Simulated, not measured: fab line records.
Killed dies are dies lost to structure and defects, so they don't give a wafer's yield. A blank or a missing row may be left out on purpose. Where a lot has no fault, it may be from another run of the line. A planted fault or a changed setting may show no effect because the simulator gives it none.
A struck lot beside a sound one + flow n5Finfet + 38 out of 1938 route steps
Sound: wafers L359.3, L359.4, L359.5. The struck wafers were L352.1, L352.5. The cause comes at the end.
Per side, at each step with rows, come the tool, then ch with its chambers, and then its first start. Under that, the readings that differ: sound wafers + struck wafers + difference of the means + sigmas: that difference in standard deviations of wafers without a fault.
alike: readings whose means differ by less than 2 such deviations, and words and numbers that are the same on both sides. not compared: withheld readings, readings that some wafer has no value for, bounds like >300 that may hide the same value, and numbers for which the record gives no deviation and whose values overlap.
A row with sigmas, a row that says differs or no value, or rows on one side alone: a step with any of these is where the two part. Numbers that have no deviation but don't overlap get no sigmas and don't part them. A reading that every wafer of one side lacks parts them only if that side has two wafers or more.

first, 9 steps without rows for these wafers: N5_BEOL_M1_ANNEAL_95 (time 240 s); N5_BEOL_M1_SPUTTER_96 (material Cu, target thk 4.5 nm, time 8.29 s); N5_BEOL_M1_ECD_50 (material Cu, target thk 300 nm); N5_BEOL_M1_ANNEAL_51 (time 90 s); N5_BEOL_M1_CMP_52 (polishes, stops on SiOC, t overpolish 6.8 s, target thk 40 nm); N5_BEOL_M1_PRE_CLEAN_60 (time 15 s); N5_BEOL_M1_CO_CAP_55 (material Co, precursor CCTBA/H2, target thk 2 nm, time 102.1 s); N5_BEOL_M1_PRE_CLEAN_56 (time 15 s); N5_BEOL_M1_DEP_57 (deposits SiCN from 3MS/NH3, target thk 8 nm, time 14 s).
N5_BEOL_M2_ILD_DEP_00: deposits SiOC from DEMS/O2, target thk 79 nm, time 15.3 s.
  sound on pecvd-02 ch 0,1, day 12 08:04; struck on pecvd-03 ch 0,1, day 10 13:43
| reading                                     | sound        | struck  | difference | sigmas |
|---------------------------------------------|--------------|---------|------------|--------|
| model.SiOC_of_BEOL_M2_ILD_DEP_00.thkNm (nm) | 80.6 78.8 80 | 89 89.2 | +9         |        |
  alike: heaterPowerW, showerheadPlenumPTorr, throttleValvePct
N5_BEOL_M2_THK_MEAS_01:
  sound: filmMetro-01 at day 12 08:08; struck: filmMetro-02 at day 10 13:47
| reading         | sound          | struck    | difference | sigmas |
|-----------------|----------------|-----------|------------|--------|
| M2_ILD_THK (nm) | 80.6 78.7 80.0 | 89.0 89.0 | +9.2       | +8     |
then, 24 steps without rows for these wafers: N5_BEOL_M2_PECVD_72 (deposits SiO2 from TEOS/O2, target thk 16 nm, time 18 s); N5_BEOL_M2_HM_DEP_02 (deposits TiN, target thk 20 nm); N5_BEOL_M2_COAT_61 (time 60 s, resist thk 60 nm); N5_BEOL_M2_COAT_62 (time 60 s, resist thk 12 nm); N5_BEOL_M2_COAT_73 (time 60 s, resist thk 5 nm); N5_BEOL_M2_COAT_05 (resist thk 30 nm); N5_BEOL_M2_EBR_07; N5_BEOL_M2_SOFTBAKE_06 (time 60 s); N5_BEOL_M2_EXPOSE_08 (exposes mask M2); N5_BEOL_M2_PEB_09 (peb time 60 s); N5_BEOL_M2_DEVELOP_10 (develop time 30 s); N5_BEOL_M2_DESCUM_16 (chemistry O2, time 7 s); N5_BEOL_M2_ETCH_74 (etches underlayer in N2/H2, target depth 6.5 nm, time 5.2 s); N5_BEOL_M2_ETCH_63 (etches SiARC in CF4, target depth 15.6 nm, time 26 s); N5_BEOL_M2_ETCH_64 (etches SOC in N2/H2, target depth 75 nm, overetch 22.5 nm, time 121.9 s); N5_BEOL_M2_STRIP_65 (strips in N2/H2); N5_BEOL_M2_STRIP_75 (strips in N2/H2); N5_BEOL_M2_STRIP_66 (strips in CF4); N5_BEOL_M2_HM_OPEN_17 (chemistry Cl2/BCl3, target TiN, target depth 20 nm, overetch 6 nm); N5_BEOL_M2_STRIP_19 (strips in O2); N5_BEOL_M2_COAT_67 (time 60 s, resist thk 60 nm); N5_BEOL_M2_COAT_68 (time 60 s, resist thk 12 nm); N5_BEOL_M2_COAT_76 (time 60 s, resist thk 5 nm); N5_BEOL_M2_COAT_22 (resist thk 30 nm).
N5_BEOL_M2_CMP_52: polishes, stops on SiOC, t overpolish 6.8 s, target thk 40 nm.
  sound on cmp-01 ch 0,2,3, day 12 19:32; struck on cmp-02 ch 1,3, day 10 22:21
| reading                                     | sound        | struck  | difference | sigmas |
|---------------------------------------------|--------------|---------|------------|--------|
| model.SiOC_of_BEOL_M2_ILD_DEP_00.thkNm (nm) | 77.6 75.8 77 | 86 86.2 | +9         |        |
  alike: headPressurePsi, motorCurrentA
N5_BEOL_M4_RC_MEAS_101:
  sound on prober-02 ch 0, day 14 00:53; struck on prober-02 ch 0, day 11 22:49
| reading        | sound          | struck    | difference | sigmas |
|----------------|----------------|-----------|------------|--------|
| DIBL_P (mV/V)  | 38.0 40.0 37.7 | 41.1 44.8 | +4.4       | +2     |
| IOFF_P (nA/um) | 0.23 0.26 0.21 | 0.28 0.36 | +0.09      | +2     |
  alike: DIBL_N, IOFF_N, ION_N, ION_P, SS_N, SS_P, VT_N, VT_P
-- a jump in the record: the struck wafers' starts before and after are 5 days apart (it breaks off in module BEOL_M4 and resumes in module PASSIVATION, where the first step shown is number 1936 of the route) --
N5_PASSIVATION_PROBE_49:
  sound: prober-02 at day 18 12:02; struck: prober-01 at day 16 16:52
| reading                | sound | struck | difference | sigmas |
|------------------------|-------|--------|------------|--------|
| sort_bin_4_leakage (%) | 0 0 0 | 0 0.17 | +0         | +6     |
  alike: defectLimitedYield, killed_at_M0_to_M3, killed_at_M4_up, killedAtContacts, killedAtFrontEnd, killedAtOther, killedDies, killedOpen, killedShort, sort_bin_5_function, sort_bin_6_memory, sortNPass, sortYieldPct

WHERE THEY PART
Last at N5_PASSIVATION_PROBE_49 as far as this record goes, first at N5_BEOL_M2_THK_MEAS_01.

WHY: the cause the simulator had injected
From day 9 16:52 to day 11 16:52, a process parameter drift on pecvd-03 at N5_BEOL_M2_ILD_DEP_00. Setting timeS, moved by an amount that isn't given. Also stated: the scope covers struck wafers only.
